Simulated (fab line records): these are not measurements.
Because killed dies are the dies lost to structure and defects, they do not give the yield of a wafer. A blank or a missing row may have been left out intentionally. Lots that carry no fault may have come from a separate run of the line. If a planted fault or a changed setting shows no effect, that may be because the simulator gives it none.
Which tool was responsible? / flow nand harc / 12 lots with 36 wafers sampled at 5 steps, on a route of 1159 steps

== WHAT THE GAUGES SHOWED, per wafer ==
NHARC_THIN_TSV_CD_MEAS_16.
lot=L621; measured=day 24 05:53; on=cd sem-02; cd nm (nm)=999.0 1000.4 1002.0
lot=L623; measured=day 24 09:57; on=cd sem-02; cd nm (nm)=998.4 1001.8 1000.3
lot=L629; measured=day 24 13:20; on=cd sem-02; cd nm (nm)=1004.7 1002.5 1001.8
lot=L628; measured=day 25 01:55; on=cd sem-03; cd nm (nm)=1000.3 1000.2 996.8
lot=L631; measured=day 25 00:43; on=cd sem-02; cd nm (nm)=997.3 999.4 1000.0
lot=L634; measured=day 25 04:52; on=cd sem-01; cd nm (nm)=1000.6 998.5 1002.7
lot=L632; measured=day 26 06:43; on=cd sem-02; cd nm (nm)=1000.1 1000.9 997.4
lot=L638; measured=day 26 10:20; on=cd sem-03; cd nm (nm)=998.7 1001.9 999.4
lot=L642; measured=day 26 11:35; on=cd sem-03; cd nm (nm)=998.0 1000.5 1001.3
lot=L641; measured=day 26 13:20; on=cd sem-03; cd nm (nm)=1001.1 1000.4 998.9
lot=L633; measured=day 27 03:04; on=cd sem-03; cd nm (nm)=1001.1 1000.2 999.1
lot=L644; measured=day 27 13:28; on=cd sem-02; cd nm (nm)=1001.0 1001.1 1002.6

NHARC_END_SORT_01.
lot=L631; measured=day 26 08:21; on=prober-02; defect limited yield (%)=95.6 93.8 94.7; killed at array=25 40 30; killed at other=3 1 2; killed at periphery=2 1 4; killed dies=30 42 36; killed open=3 6 3; killed short=1 4 3; sort_bin_2_pct (%)=1.0 1.9 1.6; sort_bin_3_pct (%)=0 0.44 0.44; sort_bin_4_pct (%)=3.4 3.8 3.2; sort n pass=647 635 641; sort rim yield pct (%)=99.1 97.2 97.2; sort yield pct (%)=95.6 93.8 94.7
lot=L633; measured=day 28 06:14; on=prober-02; defect limited yield (%)=93.2 92.6 92.5; killed at array=42 47 49; killed at other=0 0 0; killed at periphery=4 3 2; killed dies=46 50 51; killed open=7 10 2; killed short=4 0 1; sort_bin_2_pct (%)=3.4 2.1 2.2; sort_bin_3_pct (%)=0.15 0 0.30; sort_bin_4_pct (%)=3.2 5.3 5.0; sort n pass=631 627 626; sort rim yield pct (%)=94.3 95.3 98.1; sort yield pct (%)=93.2 92.6 92.5

== WHICH TOOL RAN EACH LOT (tool, then ch and the chambers of the sampled wafers, then the start) ==
lot=L621; NHARC_HYBRID_BOND_ACTIVATE_00=rie diel-01 ch 2,3, day 23 19:32; NHARC_THIN_TSV_DEP_43=pecvd-03 ch 1,2, day 24 04:08; NHARC_THIN_TSV_ETCH_44=rie diel-03 ch 0,3, day 24 05:14
lot=L623; NHARC_HYBRID_BOND_ACTIVATE_00=rie diel-01 ch 0,3, day 23 20:02; NHARC_THIN_TSV_DEP_43=pecvd-03 ch 0,1, day 24 08:08; NHARC_THIN_TSV_ETCH_44=rie diel-03 ch 0,1, day 24 09:14
lot=L629; NHARC_HYBRID_BOND_ACTIVATE_00=rie diel-01 ch 0,3, day 23 21:49; NHARC_THIN_TSV_DEP_43=pecvd-01 ch 1,2, day 24 11:40; NHARC_THIN_TSV_ETCH_44=rie diel-08 ch 0,1,3, day 24 12:41
lot=L628; NHARC_HYBRID_BOND_ACTIVATE_00=rie diel-11 ch 0,1, day 24 09:02; NHARC_THIN_TSV_DEP_43=pecvd-04 ch 0,1, day 25 00:07; NHARC_THIN_TSV_ETCH_44=rie diel-12 ch 0,2, day 25 01:15
lot=L631; NHARC_HYBRID_BOND_ACTIVATE_00=rie diel-11 ch 1,2, day 24 09:31; NHARC_THIN_TSV_DEP_43=pecvd-03 ch 0,1, day 24 22:59; NHARC_THIN_TSV_ETCH_44=rie diel-12 ch 0,2,3, day 25 00:07
lot=L634; NHARC_HYBRID_BOND_ACTIVATE_00=rie diel-11 ch 0,2, day 24 15:20; NHARC_THIN_TSV_DEP_43=pecvd-01 ch 0,1,2, day 25 03:07; NHARC_THIN_TSV_ETCH_44=rie diel-12 ch 1,2, day 25 04:09
lot=L632; NHARC_HYBRID_BOND_ACTIVATE_00=rie diel-11 ch 0,2,3, day 25 15:05; NHARC_THIN_TSV_DEP_43=pecvd-04 ch 0,1,2, day 26 04:54; NHARC_THIN_TSV_ETCH_44=rie diel-12 ch 0,1,2, day 26 06:03
lot=L638; NHARC_HYBRID_BOND_ACTIVATE_00=rie diel-01 ch 1,2,3, day 25 18:48; NHARC_THIN_TSV_DEP_43=pecvd-03 ch 0,1,2, day 26 08:39; NHARC_THIN_TSV_ETCH_44=rie diel-12 ch 0,3, day 26 09:37
lot=L642; NHARC_HYBRID_BOND_ACTIVATE_00=rie diel-01 ch 0,1, day 25 22:02; NHARC_THIN_TSV_DEP_43=pecvd-04 ch 0,2, day 26 09:47; NHARC_THIN_TSV_ETCH_44=rie diel-12 ch 0,2, day 26 10:55
lot=L641; NHARC_HYBRID_BOND_ACTIVATE_00=rie diel-01 ch 1,2, day 25 23:28; NHARC_THIN_TSV_DEP_43=pecvd-04 ch 0,1,2, day 26 11:14; NHARC_THIN_TSV_ETCH_44=rie diel-03 ch 1,2, day 26 12:37
lot=L633; NHARC_HYBRID_BOND_ACTIVATE_00=rie diel-01 ch 1,2,3, day 26 13:40; NHARC_THIN_TSV_DEP_43=pecvd-04 ch 1,2, day 27 01:19; NHARC_THIN_TSV_ETCH_44=rie diel-03 ch 0,1,3, day 27 02:28
lot=L644; NHARC_HYBRID_BOND_ACTIVATE_00=rie diel-01 ch 1,2, day 27 00:01; NHARC_THIN_TSV_DEP_43=pecvd-01 ch 0,1, day 27 11:44; NHARC_THIN_TSV_ETCH_44=rie diel-03 ch 0,2,3, day 27 12:49
- NHARC_HYBRID_BOND_ACTIVATE_00: chemistry N2, time 60 s.
- NHARC_THIN_TSV_DEP_43: deposits SiO2, target thk 1328.5 nm.
- NHARC_THIN_TSV_ETCH_44: etches the open film in CF4/O2, target depth 1594.2 nm, time 797.1 s.

== AS READ BY THE TOOLS THEMSELVES (means over the sampled wafers that have a number; for cases with no such wafer, the mark the record gives instead) ==
NHARC_HYBRID_BOND_ACTIVATE_00.
lot=L621; tool=rie diel-01; drypump motor current A (A)=5.90; oes product au (a.u.)=1.008; rf vpp V (V)=64.6; showerhead plenum p Torr (Torr)=1.83
lot=L623; tool=rie diel-01; drypump motor current A (A)=5.82; oes product au (a.u.)=1.010; rf vpp V (V)=64.4; showerhead plenum p Torr (Torr)=1.76
lot=L629; tool=rie diel-01; drypump motor current A (A)=5.89; oes product au (a.u.)=1.008; rf vpp V (V)=64.3; showerhead plenum p Torr (Torr)=1.78
lot=L628; tool=rie diel-11; drypump motor current A (A)=5.89; oes product au (a.u.)=1.006; rf vpp V (V)=64.5; showerhead plenum p Torr (Torr)=1.83
lot=L631; tool=rie diel-11; drypump motor current A (A)=5.87; oes product au (a.u.)=0.994; rf vpp V (V)=64.1; showerhead plenum p Torr (Torr)=1.88
lot=L634; tool=rie diel-11; drypump motor current A (A)=6.00; oes product au (a.u.)=1.004; rf vpp V (V)=65.0; showerhead plenum p Torr (Torr)=1.89
lot=L632; tool=rie diel-11; drypump motor current A (A)=5.74; oes product au (a.u.)=1.001; rf vpp V (V)=63.7; showerhead plenum p Torr (Torr)=1.85
lot=L638; tool=rie diel-01; drypump motor current A (A)=6.04; oes product au (a.u.)=1.002; rf vpp V (V)=64.1; showerhead plenum p Torr (Torr)=1.77
lot=L642; tool=rie diel-01; drypump motor current A (A)=6.14; oes product au (a.u.)=1.007; rf vpp V (V)=64.4; showerhead plenum p Torr (Torr)=1.76
lot=L641; tool=rie diel-01; drypump motor current A (A)=6.13; oes product au (a.u.)=1.009; rf vpp V (V)=64.7; showerhead plenum p Torr (Torr)=1.81
lot=L633; tool=rie diel-01; drypump motor current A (A)=6.06; oes product au (a.u.)=1.001; rf vpp V (V)=65.4; showerhead plenum p Torr (Torr)=1.77
lot=L644; tool=rie diel-01; drypump motor current A (A)=6.29; oes product au (a.u.)=1.005; rf vpp V (V)=65.0; showerhead plenum p Torr (Torr)=1.75

NHARC_THIN_TSV_DEP_43.
lot=L621; tool=pecvd-03; chamber pressure Torr (Torr)=6.505; throttle valve pct (%)=15.0
lot=L623; tool=pecvd-03; chamber pressure Torr (Torr)=6.493; throttle valve pct (%)=14.9
lot=L629; tool=pecvd-01; chamber pressure Torr (Torr)=6.489; throttle valve pct (%)=16.1
lot=L628; tool=pecvd-04; chamber pressure Torr (Torr)=6.514; throttle valve pct (%)=15.7
lot=L631; tool=pecvd-03; chamber pressure Torr (Torr)=6.488; throttle valve pct (%)=15.1
lot=L634; tool=pecvd-01; chamber pressure Torr (Torr)=6.494; throttle valve pct (%)=16.4
lot=L632; tool=pecvd-04; chamber pressure Torr (Torr)=6.508; throttle valve pct (%)=15.8
lot=L638; tool=pecvd-03; chamber pressure Torr (Torr)=6.507; throttle valve pct (%)=15.2
lot=L642; tool=pecvd-04; chamber pressure Torr (Torr)=6.511; throttle valve pct (%)=16.2
lot=L641; tool=pecvd-04; chamber pressure Torr (Torr)=6.509; throttle valve pct (%)=15.8
lot=L633; tool=pecvd-04; chamber pressure Torr (Torr)=6.489; throttle valve pct (%)=16.0
lot=L644; tool=pecvd-01; chamber pressure Torr (Torr)=6.501; throttle valve pct (%)=16.2

NHARC_THIN_TSV_ETCH_44.
lot=L621; tool=rie diel-03; drypump motor current A (A)=4.8; oes product au (a.u.)=0.995; rf vpp V (V)=796; showerhead plenum p Torr (Torr)=1.87; throttle valve pct (%)=16.919
lot=L623; tool=rie diel-03; drypump motor current A (A)=5.2; oes product au (a.u.)=1.009; rf vpp V (V)=797; showerhead plenum p Torr (Torr)=1.87; throttle valve pct (%)=16.918
lot=L629; tool=rie diel-08; drypump motor current A (A)=5.5; oes product au (a.u.)=1.000; rf vpp V (V)=796; showerhead plenum p Torr (Torr)=1.86; throttle valve pct (%)=16.915
lot=L628; tool=rie diel-12; drypump motor current A (A)=5.4; oes product au (a.u.)=1.004; rf vpp V (V)=791; showerhead plenum p Torr (Torr)=1.77; throttle valve pct (%)=16.922
lot=L631; tool=rie diel-12; drypump motor current A (A)=5.5; oes product au (a.u.)=1.005; rf vpp V (V)=794; showerhead plenum p Torr (Torr)=1.83; throttle valve pct (%)=16.915
lot=L634; tool=rie diel-12; drypump motor current A (A)=5.7; oes product au (a.u.)=1.004; rf vpp V (V)=793; showerhead plenum p Torr (Torr)=1.80; throttle valve pct (%)=16.915
lot=L632; tool=rie diel-12; drypump motor current A (A)=5.7; oes product au (a.u.)=0.998; rf vpp V (V)=792; showerhead plenum p Torr (Torr)=1.80; throttle valve pct (%)=16.913
lot=L638; tool=rie diel-12; drypump motor current A (A)=5.7; oes product au (a.u.)=1.119; rf vpp V (V)=798; showerhead plenum p Torr (Torr)=1.89; throttle valve pct (%)=16.912
lot=L642; tool=rie diel-12; drypump motor current A (A)=5.4; oes product au (a.u.)=1.224; rf vpp V (V)=791; showerhead plenum p Torr (Torr)=1.77; throttle valve pct (%)=16.918
lot=L641; tool=rie diel-03; drypump motor current A (A)=6.6; oes product au (a.u.)=1.000; rf vpp V (V)=797; showerhead plenum p Torr (Torr)=1.87; throttle valve pct (%)=16.915
lot=L633; tool=rie diel-03; drypump motor current A (A)=5.3; oes product au (a.u.)=1.005; rf vpp V (V)=793; showerhead plenum p Torr (Torr)=1.81; throttle valve pct (%)=16.921
lot=L644; tool=rie diel-03; drypump motor current A (A)=5.5; oes product au (a.u.)=0.998; rf vpp V (V)=797; showerhead plenum p Torr (Torr)=1.86; throttle valve pct (%)=16.906

== THE ANSWER, worked out from the rows above alone ==
Rule: what is usual is taken from the lots themselves. Put in order of their means at a reading, lots are off if they are a third of the lots or fewer, leave a main group of 4 or more, and stand apart from it by a gap of 3 or more times the standard deviation of the main group's means; of several such gaps the widest counts. The tables above print the reading to a certain number of digits; a main group whose means all agree to those digits is not used. A lot without any number at a reading at which 4 lots or more have one is off too. Where the step has rows for the other lots, those lots are counted as sound. Order of review: gauges by route order, followed by the tools' own readings, for which a lot's mean as printed above is used. At the first step where some lot is off, the reading lying furthest off is the one used; lots without a number count as furthest.
Off: L638, L642, at NHARC_THIN_TSV_ETCH_44 (oes product au). For the main group the mean is 1.002 a.u. and the standard deviation 0.004.
A tool fits if, at that step or a process step before it, it ran every lot that is off, and no sound lot after the first of them. One candidate fits, namely rie diel-12 at NHARC_THIN_TSV_ETCH_44. A fault onset in the window from L632 (day 26 06:03, its last sound lot) to L638 (day 26 09:37, its first lot off) fits.
The tool's own readings at NHARC_THIN_TSV_ETCH_44 bear it out: on the lots that are off they differ by more than 5 times the standard deviation of the sound lots' means. oes product au reads 1.171 a.u. there against 1.002 a.u. on the sound lots.

== WHAT HAD BEEN PUT IN BY THE SIMULATOR ==
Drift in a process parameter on rie diel-12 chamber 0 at NHARC_THIN_TSV_ETCH_44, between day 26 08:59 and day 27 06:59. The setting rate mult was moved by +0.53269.
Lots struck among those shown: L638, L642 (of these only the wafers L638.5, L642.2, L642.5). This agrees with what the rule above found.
